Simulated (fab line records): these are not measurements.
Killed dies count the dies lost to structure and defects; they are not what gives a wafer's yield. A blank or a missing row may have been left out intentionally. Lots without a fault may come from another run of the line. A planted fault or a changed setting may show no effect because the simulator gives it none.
Lot-split experiment    flow n5_finfet    21 wafers read from 7 lots, route of 1938 steps

## THE SPLIT ITSELF
At N5_BEOL_M9_ILD_DEP_00 (deposits SiCOH lowk from DEMS/porogen, target thk 308.51 nm, time 58 s), the setting time_s was moved away from the recipe's 58 s on 8 of the 21 wafers read, by -11.5% to +12.8%. For the rest of the wafers, this setting stayed at what the recipe calls for.

## FROM SPLIT TO READING: 1 step shown by the file between the two
- N5_BEOL_M9_CURE_71: cures SiCOH lowk, time 240 s

## THE READING
M9_ILD_THK in nanometres, read at N5_BEOL_M9_THK_MEAS_01. Typical for fault-free wafers on this fab line: 270 nm, with standard deviation 3.8 nm.

wafer   tool, chamber at the split  time_s as run, s  against the recipe  M9_ILD_THK, nm  against lot-mates on the recipe
L077.3  pecvd-03, 2                 58                recipe              268             -
L077.5  pecvd-03, 2                 58                recipe              271             -
L077.6  pecvd-03, 0                 64.03             +10.4%              307             +38
L079.4  pecvd-03, 2                 58                recipe              274             -
L079.5  pecvd-03, 1                 58                recipe              271             -
L079.6  pecvd-03, 0                 58                recipe              275             -
L080.4  pecvd-03, 0                 58                recipe              273             -
L080.5  pecvd-03, 2                 65.44             +12.8%              306             +33
L080.6  pecvd-03, 1                 65.44             +12.8%              305             +32
L084.2  pecvd-02, 0                 58                recipe              269             -
L084.3  pecvd-02, 1                 58                recipe              269             -
L084.6  pecvd-02, 0                 51.34             -11.5%              244             -25
L087.1  pecvd-02, 1                 58                recipe              270             -
L087.3  pecvd-02, 0                 58                recipe              266             -
L087.6  pecvd-02, 0                 58                recipe              271             -
L085.2  pecvd-03, 1                 58                recipe              265             -
L085.3  pecvd-03, 2                 62.19             +7.2%               285             +20
L085.5  pecvd-03, 2                 62.19             +7.2%               289             +24
L097.1  pecvd-04, 2                 58                recipe              266             -
L097.3  pecvd-04, 1                 63.57             +9.6%               295             +29
L097.5  pecvd-04, 2                 63.57             +9.6%               297             +31

FIT RESULTS
A straight line over all 21 wafers: M9_ILD_THK changes by +2.7 nm for each +1% of time_s; r = +0.98; the points scatter about the line by 3.6 nm.
The same after taking each lot's own level away (the mean of its wafers on the recipe; 21 wafers): +2.73 nm for each +1%; r = +0.98; scatter 3.2 nm.
On that fit, the largest move of time_s shifts the reading by 35 nm.
The span of the lots' own levels, 265.0 to 273.3 nm, comes to 2.2 times the standard deviation stated above.
The two slopes agree, so the slope changes little with the lot-to-lot level.
Check: +36.8 nm against its lot-mates is what the line predicts for one of the wafers moved furthest among these (+12.8%) when that wafer is left out of the fit. It came out at +33 nm against them.

## THE WHOLE CHAIN: every reading that the file lists as answering this split, in the file's order
step                    what it does                                                            reading                                                                                   change (the file's fit)               r (the file's)
N5_BEOL_M9_ILD_DEP_00   deposits SiCOH lowk from DEMS/porogen, target thk 308.51 nm, time 58 s  SiCOH_lowk_of_BEOL_M9_ILD_DEP_00.thk_nm (the simulator's own value, which no gauge read)  +3.16 nm for each +1% of the setting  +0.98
N5_BEOL_M9_CURE_71      cures SiCOH lowk, time 240 s                                            SiCOH_lowk_of_BEOL_M9_ILD_DEP_00.thk_nm (the simulator's own value, which no gauge read)  +2.8 nm for each +1% of the setting   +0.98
N5_BEOL_M9_THK_MEAS_01                                                                          M9_ILD_THK                                                                                +2.81 for each +1% of the setting     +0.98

## THE FILE'S OWN FIT
M9_ILD_THK changes by +2.81 nm for each +1% of time_s, r = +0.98.
